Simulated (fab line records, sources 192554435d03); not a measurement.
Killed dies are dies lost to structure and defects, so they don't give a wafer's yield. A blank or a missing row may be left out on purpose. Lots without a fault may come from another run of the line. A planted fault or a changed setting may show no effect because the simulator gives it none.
Chamber matching | flow n5_finfet | N5_BEOL_M8_ETCH_72 on rie_diel-02: 4 sister chambers
The step etches underlayer in N2/H2, target depth 6.5 nm, time 5.2 s. 8 wafers are shown with their chamber, then 9 later ones without.

WAFERS WITH THEIR CHAMBER
wafer  | chamber | drypump_motor_current_A (A) | oes_product_au (a.u.)
L078.5 | 2       | 5.68                        | 0.60
L079.4 | 2       | 5.69                        | 0.60
L079.5 | 3       | 5.75                        | 0.77
L085.2 | 0       | 5.71                        | 0.57
L085.3 | 3       | 5.76                        | 0.75
L086.1 | 1       | 5.22                        | 0.62
L086.3 | 0       | 5.69                        | 0.58
L086.4 | 1       | 5.19                        | 0.62

WAFERS WITHOUT THEIR CHAMBER
wafer  | drypump_motor_current_A (A) | oes_product_au (a.u.)
L087.1 | 5.23                        | 0.61
L087.2 | 5.69                        | 0.58
L087.3 | 5.74                        | 0.74
L092.2 | 5.70                        | 0.81
L092.4 | 5.25                        | 0.62
L092.5 | 5.69                        | 0.80
L094.2 | 5.25                        | 0.61
L094.4 | 5.77                        | 0.73
L094.6 | 5.20                        | 0.60

WHICH CHAMBER EACH WENT THROUGH
wafer  | from the rows above     | in truth
L087.1 | 1                       | 1
L087.2 | can't be placed: 0 or 2 | 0
L087.3 | 3                       | 3
L092.2 | 3                       | 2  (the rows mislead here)
L092.4 | 1                       | 1
L092.5 | 3                       | 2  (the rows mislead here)
L094.2 | 1                       | 1
L094.4 | 3                       | 3
L094.6 | 1                       | 1
Placed correctly: 6 of 9. Can't be placed from these rows: 1 (the true chamber is among the candidates in 1). Placed wrongly: 2.
How it was worked out, from the rows above alone: a wafer's distance from a chamber is the root of the sum, over the readings, of the square of ((its reading less the chamber's mean) divided by the reading's scatter). The wafer belongs to the nearest chamber; if the next one is less than 2 further off, it can't be placed. A chamber's mean is the mean of its shown wafers. The scatter: the root of (the sum of the squares of (reading less its chamber's mean) over the shown wafers, divided by (wafers less chambers)).
